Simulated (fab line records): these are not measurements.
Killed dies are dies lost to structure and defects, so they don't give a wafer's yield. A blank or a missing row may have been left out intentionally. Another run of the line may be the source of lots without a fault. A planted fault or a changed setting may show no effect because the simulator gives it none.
fab line records    flow n5Finfet
record lots=24  wafers=72  lastDay=19
route steps=1938 shown BEOL_M11@1587 BEOL_M12@1658 BEOL_M13@1669
lots untouched by any fault: they come from a run of this same line in which no faults occurred
startH: hours from the record's first day to the start of the lot's first wafer shown    waitH: hours since the lot's step before    " repeats the value in the row above    L1.1+2: a row that stands for several wafers    - either no value or no given start    * or withheld: withheld    < > ~ a bound
route shown NAME@n: NAME is a module with steps in the file, n the number in the route of the first one    usual: average and standard deviation across the fault-free wafers    same: alike in all rows    chamber/n: place in a boat    sites: readings site by site    _std_site: the values' standard deviation    _edge_site: inner sites' mean taken away from outer sites' mean    radiusMm: for every site, how far away it sits from the centre of the wafer    mask NAME#n: copy n    behind: the last tool/chamber to shape the wafer    hold: what put the lot on hold/how long, in hours/how the hold closed    device: names the non-switching transistor (n, p or np)    end of line: tests of these same wafers at the route's end    for a step that has no rows: nothing shown but its recipe    killed: at the first sort, the dies lost to defects and structure; wafer yield is something else    map: the dies of a wafer, with x for killed, . for not killed, _ for no die there
set.NAME: setting as actually run; set.NAME@STEP: the setting as run at that earlier step    model.NAME: the simulator's own value behind a step, which no gauge read
a sample of lots followed through the steps of the route, with each step as a table and each wafer as a row
services: a tool's chamber out of use, with start hour (startH, from the record's first day; less than 0 if before it), hours out, and reason
## steps
# step N5_BEOL_M11_CURE_72
# recipe tempC=370  timeS=120  ambient=DMADMS/He  material=SiCOH_lowk
# usual lampPowerPct=52.31/0.056  wafer_temp_C_max=371.7/0.66
lot.wafer  tool       chamber  startH  waitH  lampPowerPct  wafer_temp_C_max
L074.2     uvCure-02  0        240.61  0.1    52.32         371.5
L074.3     "          0        "       "      52.31         370.7
L074.5     "          0        "       "      52.33         370.9
L075.3     uvCure-01  1        241.72  0.1    52.30         371.2
L075.4     "          1        "       "      52.43         371.6
L075.6     "          1        "       "      52.34         372.2
L076.1     uvCure-03  1        250.28  0.0    52.33         371.7
L076.2     "          1        "       "      52.31         371.2
L076.6     "          1        "       "      52.29         371.2
L077.3     uvCure-03  0        258.13  0.1    52.33         371.1
L077.4     "          0        "       "      52.29         371.1
L077.5     "          0        "       "      52.40         371.3
L078.1     uvCure-02  2        261.37  0.0    52.34         372.6
L078.2     "          2        "       "      52.21         372.2
L078.4     "          2        "       "      52.31         371.1
L080.1     uvCure-03  0        276.58  0.0    52.27         371.0
L080.2     "          0        "       "      52.27         371.4
L080.6     "          0        "       "      52.22         371.1
L079.1     uvCure-02  2        279.09  0.0    52.34         371.9
L079.3     "          2        "       "      52.27         371.3
L079.6     "          2        "       "      52.29         371.5
L081.1     uvCure-01  0        279.33  0.2    52.31         372.1
L081.4     "          0        "       "      52.36         371.3
L081.6     "          0        "       "      52.35         371.1
L083.2     uvCure-02  1        293.74  0.1    52.31         372.2
L083.3     "          1        "       "      52.37         371.9
L083.4     "          1        "       "      52.35         372.6
L082.2     uvCure-01  2        296.12  0.3    52.30         371.4
L082.4     "          2        "       "      52.30         371.9
L082.5     "          2        "       "      52.27         371.5
L086.1     uvCure-03  2        305.50  0.0    52.30         372.1
L086.3     "          2        "       "      52.32         372.6
L086.5     "          2        "       "      52.26         372.5
L084.4     uvCure-03  1        305.97  0.2    52.36         371.1
L084.5     "          1        "       "      52.26         370.9
L084.6     "          1        "       "      52.29         370.7
L085.3     uvCure-03  0        311.67  0.6    52.35         371.3
L085.4     "          0        "       "      52.25         371.5
L085.5     "          0        "       "      52.45         371.2
L089.1     uvCure-02  2        333.31  0.0    52.28         372.0
L089.2     "          2        "       "      52.37         371.3
L089.6     "          2        "       "      52.18         372.1
L088.1     uvCure-02  0        333.61  0.2    52.29         371.1
L088.3     "          0        "       "      52.41         371.2
L088.4     "          0        "       "      52.28         371.3
L087.3     uvCure-02  2        338.15  0.2    52.33         371.8
L087.4     "          2        "       "      52.33         371.9
L087.6     "          2        "       "      52.41         371.4
L090.1     uvCure-02  1        339.15  0.8    52.29         371.5
L090.2     "          1        "       "      52.33         372.4
L090.4     "          1        "       "      52.28         372.7
L091.4     uvCure-01  0        350.67  0.3    52.34         371.3
L091.5     "          0        "       "      52.31         371.5
L091.6     "          0        "       "      52.36         371.2
L093.1     uvCure-02  0        362.03  0.2    52.42         371.5
L093.2     "          0        "       "      52.26         371.2
L093.5     "          0        "       "      52.29         371.4
L092.1     uvCure-01  1        362.23  0.1    52.33         371.8
L092.3     "          1        "       "      52.22         371.8
L092.4     "          1        "       "      52.30         371.8
L094.1     uvCure-02  1        379.08  0.0    52.26         371.8
L094.3     "          1        "       "      52.32         371.7
L094.5     "          1        "       "      52.31         372.4
L095.4     uvCure-03  1        386.73  0.2    52.32         371.2
L095.5     "          1        "       "      52.28         371.3
L095.6     "          1        "       "      52.23         371.3
L097.2     uvCure-03  0        390.71  0.1    52.34         371.0
L097.3     "          0        "       "      52.40         371.7
L097.5     "          0        "       "      52.22         371.4
L096.3     uvCure-03  2        392.80  0.1    52.31         373.6
L096.5     "          2        "       "      52.24         373.1
L096.6     "          2        "       "      52.32         373.1
# step N5_BEOL_M12_INSPECT_55
# recipe inspectInstrument=darkfield  mode=postDep
# usual rawDefectCount=70/24
lot.wafer  tool              chamber  startH  waitH  rawDefectCount
L074.2     defectInspect-02  -        249.25  0.0    39
L074.3     "                 -        "       "      62
L074.5     "                 -        "       "      90
L075.3     defectInspect-02  -        251.81  0.0    99
L075.4     "                 -        "       "      97
L075.6     "                 -        "       "      61
L076.1     defectInspect-02  -        258.95  0.0    60
L076.2     "                 -        "       "      25
L076.6     "                 -        "       "      63
L077.3     defectInspect-02  -        270.06  0.0    58
L077.4     "                 -        "       "      61
L077.5     "                 -        "       "      50
L078.1     defectInspect-01  -        270.15  0.0    58
L078.2     "                 -        "       "      56
L078.4     "                 -        "       "      67
L080.1     defectInspect-01  -        287.71  0.0    130
L080.2     "                 -        "       "      81
L080.6     "                 -        "       "      69
L079.1     defectInspect-02  -        288.52  0.0    59
L079.3     "                 -        "       "      79
L079.6     "                 -        "       "      96
L081.1     defectInspect-01  -        288.66  0.0    120
L081.4     "                 -        "       "      44
L081.6     "                 -        "       "      77
L083.2     defectInspect-01  -        305.77  0.0    72
L083.3     "                 -        "       "      63
L083.4     "                 -        "       "      79
L082.2     defectInspect-01  -        307.57  0.0    52
L082.4     "                 -        "       "      57
L082.5     "                 -        "       "      56
L086.1     defectInspect-01  -        312.13  0.0    89
L086.3     "                 -        "       "      98
L086.5     "                 -        "       "      117
L084.4     defectInspect-01  -        312.40  0.0    69
L084.5     "                 -        "       "      76
L084.6     "                 -        "       "      64
L085.3     defectInspect-01  -        322.81  0.0    112
L085.4     "                 -        "       "      87
L085.5     "                 -        "       "      94
L089.1     defectInspect-01  -        343.80  0.0    141
L089.2     "                 -        "       "      66
L089.6     "                 -        "       "      65
L088.1     defectInspect-01  -        344.07  0.0    50
L088.3     "                 -        "       "      34
L088.4     "                 -        "       "      30
L087.3     defectInspect-02  -        349.61  0.0    98
L087.4     "                 -        "       "      46
L087.6     "                 -        "       "      62
L090.1     defectInspect-02  -        349.88  0.0    88
L090.2     "                 -        "       "      37
L090.4     "                 -        "       "      103
L091.4     defectInspect-01  -        362.91  0.0    64
L091.5     "                 -        "       "      39
L091.6     "                 -        "       "      40
L093.1     defectInspect-01  -        375.97  0.0    59
L093.2     "                 -        "       "      52
L093.5     "                 -        "       "      49
L092.1     defectInspect-01  -        380.12  0.0    55
L092.3     "                 -        "       "      88
L092.4     "                 -        "       "      59
L094.1     defectInspect-01  -        392.21  0.0    61
L094.3     "                 -        "       "      65
L094.5     "                 -        "       "      52
L095.4     defectInspect-02  -        394.88  0.0    97
L095.5     "                 -        "       "      75
L095.6     "                 -        "       "      109
L097.2     defectInspect-02  -        400.39  0.0    58
L097.3     "                 -        "       "      79
L097.5     "                 -        "       "      59
L096.3     defectInspect-02  -        400.64  0.0    84
L096.5     "                 -        "       "      88
L096.6     "                 -        "       "      91
# step N5_BEOL_M13_CD_MEAS_10
# recipe targetCdNm=190  landingEnergyEv=500  detector=seInlens  polarity=opening
# usual cdNm=190.8/1.5
# same landingEnergyEv=500
lot.wafer  tool      chamber  startH  waitH  cdNm
L074.2     cdSem-02  0        249.87  -      189.9
L074.3     "         0        "       "      189.9
L074.5     "         0        "       "      189.9
L075.3     cdSem-02  0        252.31  -      192.0
L075.4     "         0        "       "      189.6
L075.6     "         0        "       "      192.1
L076.1     cdSem-02  0        259.57  -      191.3
L076.2     "         0        "       "      193.2
L076.6     "         0        "       "      194.0
L077.3     cdSem-03  0        270.56  -      192.1
L077.4     "         0        "       "      190.9
L077.5     "         0        "       "      192.7
L078.1     cdSem-02  0        270.64  -      191.0
L078.2     "         0        "       "      189.2
L078.4     "         0        "       "      191.7
L080.1     cdSem-03  0        288.21  -      191.5
L080.2     "         0        "       "      190.8
L080.6     "         0        "       "      194.1
L079.1     cdSem-01  0        289.14  -      191.0
L079.3     "         0        "       "      191.3
L079.6     "         0        "       "      189.9
L081.1     cdSem-03  0        289.18  -      192.9
L081.4     "         0        "       "      190.0
L081.6     "         0        "       "      192.9
L083.2     cdSem-03  0        306.39  -      192.5
L083.3     "         0        "       "      191.7
L083.4     "         0        "       "      189.7
L082.2     cdSem-01  0        308.19  -      188.1
L082.4     "         0        "       "      188.9
L082.5     "         0        "       "      187.6
L086.1     cdSem-03  0        312.75  -      193.2
L086.3     "         0        "       "      191.2
L086.5     "         0        "       "      190.4
L084.4     cdSem-03  0        312.90  -      193.1
L084.5     "         0        "       "      190.9
L084.6     "         0        "       "      189.8
L085.3     cdSem-01  0        323.43  -      191.7
L085.4     "         0        "       "      189.6
L085.5     "         0        "       "      188.0
L089.1     cdSem-01  0        344.41  -      187.1
L089.2     "         0        "       "      190.9
L089.6     "         0        "       "      192.0
L088.1     cdSem-01  0        344.68  -      190.0
L088.3     "         0        "       "      192.6
L088.4     "         0        "       "      191.3
L087.3     cdSem-02  0        350.11  -      193.7
L087.4     "         0        "       "      191.8
L087.6     "         0        "       "      189.0
L090.1     cdSem-02  0        350.50  -      191.2
L090.2     "         0        "       "      191.8
L090.4     "         0        "       "      191.6
L091.4     cdSem-03  0        363.41  -      190.7
L091.5     "         0        "       "      189.7
L091.6     "         0        "       "      193.2
L093.1     cdSem-01  0        376.58  -      191.2
L093.2     "         0        "       "      189.4
L093.5     "         0        "       "      190.3
L092.1     cdSem-01  0        380.62  -      191.6
L092.3     "         0        "       "      189.2
L092.4     "         0        "       "      188.6
L094.1     cdSem-03  0        392.76  -      190.9
L094.3     "         0        "       "      193.2
L094.5     "         0        "       "      188.8
L095.4     cdSem-03  0        395.37  -      189.3
L095.5     "         0        "       "      192.3
L095.6     "         0        "       "      191.5
L097.2     cdSem-03  0        401.06  -      191.7
L097.3     "         0        "       "      192.3
L097.5     "         0        "       "      189.2
L096.3     cdSem-03  0        401.26  -      191.4
L096.5     "         0        "       "      191.9
L096.6     "         0        "       "      191.8
# step N5_BEOL_M13_DESCUM_33
# recipe chemistry=O2  timeS=7.9  sourcePowerW=50  biasPowerW=20  pressureMtorr=20  rfFrequencyHz=2.712e+07  tempC=40  o2FlowSccm=225
# usual biasPowerW=20.01/0.062  drypumpMotorCurrentA=5.8/0.31  oesProductAu=0.78/0.082  rfVppV=242.8/1.5  showerheadPlenumPTorr=2.07/0.087  throttleValvePct=20.46/0.17
lot.wafer  tool        chamber  startH  waitH  biasPowerW  drypumpMotorCurrentA  oesProductAu  rfHoursCounterH  rfVppV  showerheadPlenumPTorr  throttleValvePct
L074.2     rieDiel-03  3        251.71  0.6    20.03       5.7                   0.75          190              241.2   1.99                   20.62
L074.3     "           0        "       "      19.94       6.4                   0.86          32               241.8   2.06                   20.44
L074.5     "           2        "       "      19.94       6.0                   0.68          -                243.0   1.98                   20.42
L075.3     rieDiel-06  0        254.21  0.0    20.00       5.6                   0.82          60               244.3   2.04                   20.29
L075.4     "           1        "       "      20.01       5.7                   0.73          191              241.1   2.01                   20.57
L075.6     "           2        "       "      20.03       5.3                   0.93          -                245.3   2.26                   20.47
L076.1     rieDiel-05  2        260.60  0.0    20.03       5.3                   0.72          216              243.7   2.04                   20.34
L076.2     "           3        "       "      20.01       6.0                   0.79          89               242.8   2.12                   20.68
L076.6     "           2        "       "      20.05       5.3                   0.72          -                241.7   2.04                   20.35
L077.3     rieDiel-06  2        272.20  0.5    20.03       5.3                   0.91          17               245.0   2.26                   20.49
L077.4     "           1        "       "      19.98       5.6                   0.72          197              241.1   2.01                   20.58
L077.5     "           1        "       "      19.99       5.6                   0.72          -                240.8   2.01                   20.57
L078.1     rieDiel-03  2        272.47  0.6    20.00       6.0                   0.68          231              241.4   1.97                   20.43
L078.2     "           3        "       "      20.08       5.7                   0.76          196              242.1   1.98                   20.63
L078.4     "           1        "       "      19.98       6.0                   0.73          170              242.3   2.07                   20.32
L080.1     rieDiel-06  0        289.47  0.2    19.98       5.6                   0.81          71               243.1   2.03                   20.26
L080.2     "           3        "       "      20.01       5.8                   0.75          167              241.1   1.98                   20.32
L080.6     "           2        "       "      19.97       5.4                   0.90          -                246.6   2.26                   20.47
L079.1     rieDiel-03  2        290.65  0.2    20.17       6.1                   0.67          236              241.5   1.97                   20.46
L079.3     "           1        "       "      19.96       6.0                   0.73          175              240.1   2.07                   20.33
L079.6     "           2        "       "      20.09       6.0                   0.67          -                241.6   1.97                   20.45
L081.1     rieDiel-06  1        291.02  0.5    19.97       5.6                   0.72          203              242.2   2.01                   20.59
L081.4     "           2        "       "      20.08       5.3                   0.90          22               243.3   2.26                   20.49
L081.6     "           0        "       "      20.04       5.6                   0.81          -                243.7   2.03                   20.28
L083.2     rieDiel-03  1        307.47  0.1    19.96       5.9                   0.72          181              243.9   2.06                   20.32
L083.3     "           0        "       "      20.00       6.4                   0.84          50               241.2   2.05                   20.46
L083.4     "           3        "       "      20.02       5.7                   0.73          208              242.1   1.98                   20.64
L082.2     rieDiel-06  2        309.22  0.0    20.01       5.3                   0.88          27               245.1   2.25                   20.48
L082.4     "           0        "       "      19.97       5.6                   0.80          77               242.0   2.03                   20.29
L082.5     "           1        "       "      20.00       5.7                   0.71          -                241.4   2.01                   20.60
L086.1     rieDiel-06  3        313.91  0.0    20.04       5.9                   0.74          174              240.2   1.98                   20.34
L086.3     "           1        "       "      20.03       5.6                   0.72          210              240.6   2.01                   20.60
L086.5     "           0        "       "      20.15       5.6                   0.81          -                241.0   2.03                   20.29
L084.4     rieDiel-05  3        314.25  0.2    19.97       6.0                   0.79          105              244.6   2.12                   20.69
L084.5     "           1        "       "      20.07       5.7                   0.70          -                244.0   2.17                   20.48
L084.6     "           0        "       "      19.96       5.5                   0.89          -                244.8   2.10                   20.55
L085.3     rieDiel-06  3        324.58  0.0    19.94       5.8                   0.74          177              241.9   1.98                   20.33
L085.4     "           1        "       "      19.83       5.7                   0.71          213              241.7   2.01                   20.60
L085.5     "           1        "       "      19.80       5.7                   0.71          -                240.1   2.01                   20.61
L089.1     rieDiel-03  1        345.57  0.0    20.03       6.0                   0.71          193              243.3   2.06                   20.33
L089.2     "           3        "       "      19.98       5.7                   0.72          221              243.8   1.98                   20.66
L089.6     "           1        "       "      20.08       6.0                   0.71          -                242.8   2.06                   20.34
L088.1     rieDiel-05  0        345.84  0.0    20.03       5.5                   0.87          62               244.4   2.10                   20.55
L088.3     "           3        "       "      20.04       6.0                   0.77          113              242.9   2.11                   20.73
L088.4     "           1        "       "      19.95       5.8                   0.70          208              245.4   2.16                   20.50
L087.3     rieDiel-05  1        351.95  0.0    20.10       5.7                   0.69          210              244.5   2.16                   20.49
L087.4     "           2        "       "      19.93       5.3                   0.70          243              243.1   2.03                   20.38
L087.6     "           1        "       "      20.07       5.8                   0.70          -                242.7   2.16                   20.51
L090.1     rieDiel-03  0        352.13  0.0    19.92       6.4                   0.80          66               242.7   2.05                   20.49
L090.2     "           1        "       "      19.94       6.0                   0.71          196              242.3   2.06                   20.33
L090.4     "           1        "       "      20.01       6.0                   0.71          -                241.4   2.06                   20.35
L091.4     rieDiel-03  0        364.60  0.0    20.01       6.4                   0.80          70               242.3   2.05                   20.49
L091.5     "           3        "       "      19.90       5.7                   0.71          -                241.3   1.97                   20.69
L091.6     "           2        "       "      20.01       6.1                   0.99          -                245.6   2.23                   19.97
L093.1     rieDiel-03  2        378.05  0.3    20.01       6.1                   0.98          7                245.9   2.23                   19.98
L093.2     "           0        "       "      20.06       6.4                   0.80          74               242.9   2.05                   20.49
L093.5     "           3        "       "      20.00       5.7                   0.72          -                242.3   1.97                   20.67
L092.1     rieDiel-03  2        381.66  0.0    20.03       6.1                   0.97          8                245.5   2.23                   19.97
L092.3     "           1        "       "      20.02       6.0                   0.70          205              242.8   2.06                   20.38
L092.4     "           3        "       "      20.05       5.7                   0.71          233              242.5   1.97                   20.66
L094.1     rieDiel-05  0        393.89  0.1    20.06       5.5                   0.86          76               243.7   2.09                   20.56
L094.3     "           3        "       "      20.11       6.0                   0.76          128              244.0   2.11                   20.73
L094.5     "           0        "       "      20.13       5.5                   0.86          -                243.6   2.09                   20.59
L095.4     rieDiel-03  2        396.68  0.0    19.88       6.1                   0.96          12               244.9   2.23                   19.97
L095.5     "           3        "       "      20.02       5.7                   0.72          -                241.5   1.97                   20.70
L095.6     "           2        "       "      19.97       6.1                   0.96          -                246.2   2.23                   19.98
L097.2     rieDiel-06  2        402.09  0.0    20.09       5.3                   0.85          54               244.0   2.24                   20.54
L097.3     "           1        "       "      19.97       5.6                   0.70          235              242.1   2.00                   20.64
L097.5     "           1        "       "      19.96       5.7                   0.70          -                241.1   2.00                   20.66
L096.3     rieDiel-05  2        402.45  0.0    20.07       5.3                   0.98          0                243.3   2.03                   20.07
L096.5     "           0        "       "      19.93       5.5                   0.86          -                242.7   2.09                   20.60
L096.6     "           3        "       "      20.04       6.0                   0.76          -                243.7   2.11                   20.74
# step N5_BEOL_M13_ETCH_68
# recipe chemistry=N2/H2  target=SOC  maskMaterial=SiARC  sourceW=3000  biasW=350  tempC=40  timeS=355  ionEnergyEv=200  pressureMtorr=30  n2FlowSccm=200  h2FlowSccm=200
# usual drypumpMotorCurrentA=5.8/0.31  oesProductAu=0.78/0.082  rfVppV=523.1/2.9  showerheadPlenumPTorr=2.52/0.11  throttleValvePct=17.84/0.24
lot.wafer  tool        chamber  startH  waitH  drypumpMotorCurrentA  oesProductAu  rfHoursCounterH  rfVppV  showerheadPlenumPTorr  throttleValvePct
L074.2     rieDiel-03  3        251.89  0.1    5.7                   0.75          190              519.8   2.43                   18.09
L074.3     "           0        "       "      6.4                   0.87          32               522.2   2.47                   17.53
L074.5     "           2        "       "      6.0                   0.67          -                520.6   2.41                   17.74
L075.3     rieDiel-06  0        254.39  0.1    5.6                   0.84          60               522.0   2.47                   17.63
L075.4     "           1        "       "      5.7                   0.73          191              520.8   2.44                   17.96
L075.6     "           2        "       "      5.4                   0.93          -                529.6   2.74                   17.82
L076.1     rieDiel-05  2        260.78  0.1    5.3                   0.70          216              523.9   2.48                   17.63
L076.2     "           3        "       "      6.0                   0.79          89               525.0   2.59                   18.12
L076.6     "           2        "       "      5.3                   0.70          -                523.0   2.48                   17.65
L077.3     rieDiel-06  2        272.38  0.1    5.3                   0.92          17               529.4   2.74                   17.82
L077.4     "           1        "       "      5.7                   0.73          197              520.8   2.44                   17.97
L077.5     "           1        "       "      5.7                   0.74          -                520.8   2.44                   17.94
L078.1     rieDiel-03  2        272.65  0.1    6.1                   0.68          231              519.9   2.41                   17.74
L078.2     "           3        "       "      5.7                   0.75          197              520.6   2.43                   18.11
L078.4     "           1        "       "      6.0                   0.74          170              522.9   2.55                   17.95
L080.1     rieDiel-06  0        289.66  0.1    5.6                   0.83          71               522.0   2.47                   17.65
L080.2     "           3        "       "      5.9                   0.75          167              519.9   2.41                   17.66
L080.6     "           2        "       "      5.3                   0.90          -                527.1   2.74                   17.80
L079.1     rieDiel-03  2        290.83  0.1    6.1                   0.68          237              519.2   2.40                   17.76
L079.3     "           1        "       "      6.0                   0.74          176              523.6   2.55                   17.96
L079.6     "           2        "       "      6.1                   0.68          -                520.8   2.40                   17.75
L081.1     rieDiel-06  1        291.20  0.1    5.6                   0.74          204              520.2   2.43                   17.97
L081.4     "           2        "       "      5.3                   0.90          22               527.8   2.74                   17.82
L081.6     "           0        "       "      5.6                   0.83          -                522.0   2.47                   17.66
L083.2     rieDiel-03  1        307.65  0.1    6.0                   0.73          181              524.1   2.54                   17.96
L083.3     "           0        "       "      6.4                   0.84          50               523.6   2.46                   17.56
L083.4     "           3        "       "      5.7                   0.73          208              520.4   2.43                   18.12
L082.2     rieDiel-06  2        309.40  0.1    5.3                   0.89          27               527.3   2.74                   17.84
L082.4     "           0        "       "      5.5                   0.83          77               521.9   2.46                   17.64
L082.5     "           1        "       "      5.7                   0.73          -                520.4   2.43                   17.98
L086.1     rieDiel-06  3        314.09  0.1    5.9                   0.74          175              520.7   2.41                   17.66
L086.3     "           1        "       "      5.6                   0.72          210              519.5   2.43                   17.98
L086.5     "           0        "       "      5.6                   0.82          -                521.9   2.46                   17.66
L084.4     rieDiel-05  3        314.43  0.1    6.0                   0.79          105              525.1   2.58                   18.14
L084.5     "           1        "       "      5.8                   0.71          -                526.0   2.63                   17.79
L084.6     "           0        "       "      5.5                   0.89          -                523.9   2.60                   18.10
L085.3     rieDiel-06  3        324.76  0.1    5.9                   0.73          177              521.9   2.41                   17.66
L085.4     "           1        "       "      5.7                   0.71          213              519.7   2.43                   17.99
L085.5     "           1        "       "      5.6                   0.72          -                519.2   2.43                   18.00
L089.1     rieDiel-03  1        345.75  0.1    6.0                   0.71          193              523.3   2.54                   18.00
L089.2     "           3        "       "      5.7                   0.72          221              519.3   2.42                   18.15
L089.6     "           1        "       "      6.0                   0.72          -                523.5   2.54                   17.99
L088.1     rieDiel-05  0        346.02  0.1    5.5                   0.88          62               525.0   2.60                   18.13
L088.3     "           3        "       "      6.0                   0.78          113              525.5   2.58                   18.16
L088.4     "           1        "       "      5.8                   0.71          208              526.6   2.63                   17.79
L087.3     rieDiel-05  1        352.13  0.1    5.8                   0.70          210              524.8   2.63                   17.79
L087.4     "           2        "       "      5.3                   0.69          243              522.2   2.47                   17.69
L087.6     "           1        "       "      5.8                   0.70          -                526.6   2.63                   17.82
L090.1     rieDiel-03  0        352.31  0.1    6.4                   0.82          67               522.9   2.46                   17.60
L090.2     "           1        "       "      5.9                   0.72          196              522.0   2.54                   18.00
L090.4     "           1        "       "      6.0                   0.71          -                522.9   2.54                   17.99
L091.4     rieDiel-03  0        364.78  0.1    6.4                   0.82          70               521.7   2.45                   17.60
L091.5     "           3        "       "      5.7                   0.72          -                519.3   2.42                   18.15
L091.6     "           2        "       "      6.1                   0.99          -                528.0   2.72                   17.28
L093.1     rieDiel-03  2        378.23  0.1    6.0                   0.96          7                527.9   2.72                   17.26
L093.2     "           0        "       "      6.4                   0.82          74               521.5   2.45                   17.61
L093.5     "           3        "       "      5.7                   0.71          -                519.3   2.42                   18.16
L092.1     rieDiel-03  2        381.84  0.1    6.1                   0.97          8                528.1   2.71                   17.28
L092.3     "           1        "       "      6.0                   0.70          206              524.1   2.53                   18.00
L092.4     "           3        "       "      5.7                   0.72          233              519.1   2.42                   18.17
L094.1     rieDiel-05  0        394.07  0.1    5.5                   0.86          76               524.9   2.59                   18.15
L094.3     "           3        "       "      6.0                   0.76          128              524.9   2.57                   18.19
L094.5     "           0        "       "      5.5                   0.86          -                524.7   2.59                   18.15
L095.4     rieDiel-03  2        396.86  0.1    6.0                   0.95          12               529.0   2.71                   17.30
L095.5     "           3        "       "      5.7                   0.72          -                519.8   2.42                   18.16
L095.6     "           2        "       "      6.0                   0.95          -                526.7   2.71                   17.29
L097.2     rieDiel-06  2        402.28  0.1    5.4                   0.85          54               528.9   2.72                   17.87
L097.3     "           1        "       "      5.6                   0.70          235              518.7   2.42                   18.03
L097.5     "           1        "       "      5.7                   0.71          -                519.7   2.42                   18.03
L096.3     rieDiel-05  2        402.63  0.1    5.3                   0.97          0                522.0   2.47                   17.32
L096.5     "           0        "       "      5.5                   0.86          -                523.8   2.59                   18.17
L096.6     "           3        "       "      6.0                   0.77          -                524.0   2.57                   18.19
# step N5_BEOL_M13_SPUTTER_43
# recipe material=TaN  targetThkA=150  tempC=50  biasV=168.6  powerW=15000  chamberPressurePa=0.12  timeS=24.19
# usual throttleValvePct=30.1/0.83
lot.wafer  tool           chamber  startH  waitH  throttleValvePct
L074.2     pvdSputter-01  -        252.87  0.0    30.6
L074.3     "              -        "       "      28.2
L074.5     "              -        "       "      29.9
L075.3     pvdSputter-03  -        262.38  0.0    30.3
L075.4     "              -        "       "      30.0
L075.6     "              -        "       "      31.1
L076.1     pvdSputter-03  -        262.82  0.0    30.1
L076.2     "              -        "       "      30.8
L076.6     "              -        "       "      30.4
L078.1     pvdSputter-02  -        274.06  0.0    28.4
L078.2     "              -        "       "      30.2
L078.4     "              -        "       "      31.0
L077.3     pvdSputter-03  -        275.02  0.0    30.9
L077.4     "              -        "       "      30.3
L077.5     "              -        "       "      30.1
L080.1     pvdSputter-03  -        290.82  0.0    31.0
L080.2     "              -        "       "      30.3
L080.6     "              -        "       "      30.3
L079.1     pvdSputter-03  -        294.91  0.0    30.6
L079.3     "              -        "       "      30.2
L079.6     "              -        "       "      30.2
L081.1     pvdSputter-02  -        294.92  0.0    31.1
L081.4     "              -        "       "      30.1
L081.6     "              -        "       "      31.1
L083.2     pvdSputter-02  -        310.44  0.0    29.8
L083.3     "              -        "       "      30.4
L083.4     "              -        "       "      28.5
L082.2     pvdSputter-03  -        311.23  0.0    30.2
L082.4     "              -        "       "      30.9
L082.5     "              -        "       "      30.2
L086.1     pvdSputter-03  -        315.59  0.0    31.1
L086.3     "              -        "       "      30.3
L086.5     "              -        "       "      30.3
L084.4     pvdSputter-03  -        315.91  0.0    30.3
L084.5     "              -        "       "      30.4
L084.6     "              -        "       "      30.3
L085.3     pvdSputter-01  -        325.55  0.0    29.7
L085.4     "              -        "       "      29.7
L085.5     "              -        "       "      30.5
L089.1     pvdSputter-01  -        347.71  0.0    30.9
L089.2     "              -        "       "      30.1
L089.6     "              -        "       "      30.2
L088.1     pvdSputter-02  -        347.82  0.0    30.5
L088.3     "              -        "       "      29.7
L088.4     "              -        "       "      28.3
L087.3     pvdSputter-01  -        354.95  0.0    30.4
L087.4     "              -        "       "      28.2
L087.6     "              -        "       "      31.2
L090.1     pvdSputter-01  -        359.43  0.0    28.3
L090.2     "              -        "       "      30.3
L090.4     "              -        "       "      30.8
L091.4     pvdSputter-02  -        365.93  0.0    28.4
L091.5     "              -        "       "      30.0
L091.6     "              -        "       "      28.1
L093.1     pvdSputter-01  -        379.06  0.0    30.8
L093.2     "              -        "       "      31.0
L093.5     "              -        "       "      29.6
L092.1     pvdSputter-02  -        383.91  0.0    29.8
L092.3     "              -        "       "      31.2
L092.4     "              -        "       "      30.5
L094.1     pvdSputter-03  -        399.33  0.0    30.1
L094.3     "              -        "       "      30.2
L094.5     "              -        "       "      30.5
L095.4     pvdSputter-01  -        399.58  0.0    30.3
L095.5     "              -        "       "      30.3
L095.6     "              -        "       "      30.1
L097.2     pvdSputter-01  -        406.37  0.0    27.7
L097.3     "              -        "       "      31.0
L097.5     "              -        "       "      31.0
L096.3     pvdSputter-03  -        406.55  0.0    30.0
L096.5     "              -        "       "      30.2
L096.6     "              -        "       "      30.2
## services
tool           chamber  startH  hours  kind
rieDiel-06     -        216.83  4.3    pm
rieDiel-05     3        228.51  2.4    repair
uvCure-03      -        232.20  1.1    repair
rieDiel-06     2        235.86  5.7    repair
rieDiel-05     -        249.68  4.3    pm
rieDiel-05     -        290.91  0.9    repair
uvCure-02      -        302.94  4.1    repair
uvCure-02      -        309.14  21.6   repair
uvCure-01      -        310.23  3.4    pm
rieDiel-03     2        334.67  -      clean
rieDiel-03     2        334.67  -      consumableReplace:focusRing
rieDiel-03     2        334.67  -      consumableReplace:showerhead
rieDiel-03     2        334.67  20.1   scheduledDown
rieDiel-03     2        334.67  20.1   ventCycle
rieDiel-05     1        356.64  3.1    repair
rieDiel-03     2        373.12  2.4    repair
uvCure-01      -        377.99  1.2    repair
rieDiel-05     2        378.05  -      clean
rieDiel-05     2        378.05  -      consumableReplace:focusRing
rieDiel-05     2        378.05  24.0   scheduledDown
rieDiel-05     2        378.05  24.0   ventCycle
uvCure-02      -        380.55  24.9   pm
rieDiel-05     -        387.68  1.8    repair
pvdSputter-02  -        395.62  10.8   repair
## key
fault none
